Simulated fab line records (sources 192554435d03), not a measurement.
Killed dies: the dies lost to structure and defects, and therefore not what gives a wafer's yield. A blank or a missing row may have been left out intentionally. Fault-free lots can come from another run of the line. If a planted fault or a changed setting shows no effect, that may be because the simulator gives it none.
Chamber matching + flow n5_finfet + 4 sister chambers for N5_BEOL_M9_ETCH_65 on rie_diel-04
The step etches SiARC in CF4, target depth 15.6 nm, time 26 s. 8 wafers are shown with their chamber, then 7 later ones without.

== WAFERS PAIRED WITH THEIR CHAMBERS ==
| wafer  | chamber | throttle_valve_pct (%) | etch_rf_on_time_s (s) |
|--------|---------|------------------------|-----------------------|
| L080.3 | 0       | 15.46                  | 26.0                  |
| L079.3 | 2       | 15.77                  | 25.8                  |
| L079.5 | 0       | 15.46                  | 26.0                  |
| L087.2 | 3       | 15.78                  | 26.4                  |
| L087.3 | 1       | 16.07                  | 26.4                  |
| L087.6 | 3       | 15.81                  | 26.5                  |
| L089.1 | 2       | 15.81                  | 25.7                  |
| L089.4 | 1       | 16.07                  | 26.6                  |

== WAFERS WHOSE CHAMBER IS MISSING ==
| wafer  | throttle_valve_pct (%) | etch_rf_on_time_s (s) |
|--------|------------------------|-----------------------|
| L089.6 | 15.81                  | 25.9                  |
| L096.1 | 15.53                  | 26.4                  |
| L096.2 | 15.83                  | 26.8                  |
| L096.5 | 15.81                  | 26.7                  |
| L097.3 | 16.13                  | 26.6                  |
| L097.4 | 16.13                  | 26.7                  |
| L097.5 | 15.52                  | 25.9                  |

== WHICH CHAMBER EACH WENT THROUGH ==
| wafer  | from the rows above | in truth |
|--------|---------------------|----------|
| L089.6 | 2                   | 2        |
| L096.1 | 0                   | 0        |
| L096.2 | 3                   | 3        |
| L096.5 | 3                   | 3        |
| L097.3 | 1                   | 1        |
| L097.4 | 1                   | 1        |
| L097.5 | 0                   | 0        |
Correct placement for 7 of the 7. Left unplaced by these rows: 0. Placed wrongly: 0.
How it was worked out, from the rows above alone: a wafer's distance from a chamber is the root of the sum, over the readings, of the square of ((its reading less the chamber's mean) divided by the reading's scatter). The wafer belongs to the nearest chamber; if the next one is less than 2 further off, it can't be placed. A chamber's mean is the mean of its shown wafers. How the scatter is found: for the shown wafers, subtract from each reading the mean of its chamber, square and add these, divide the total by (wafers less chambers), then take the root.
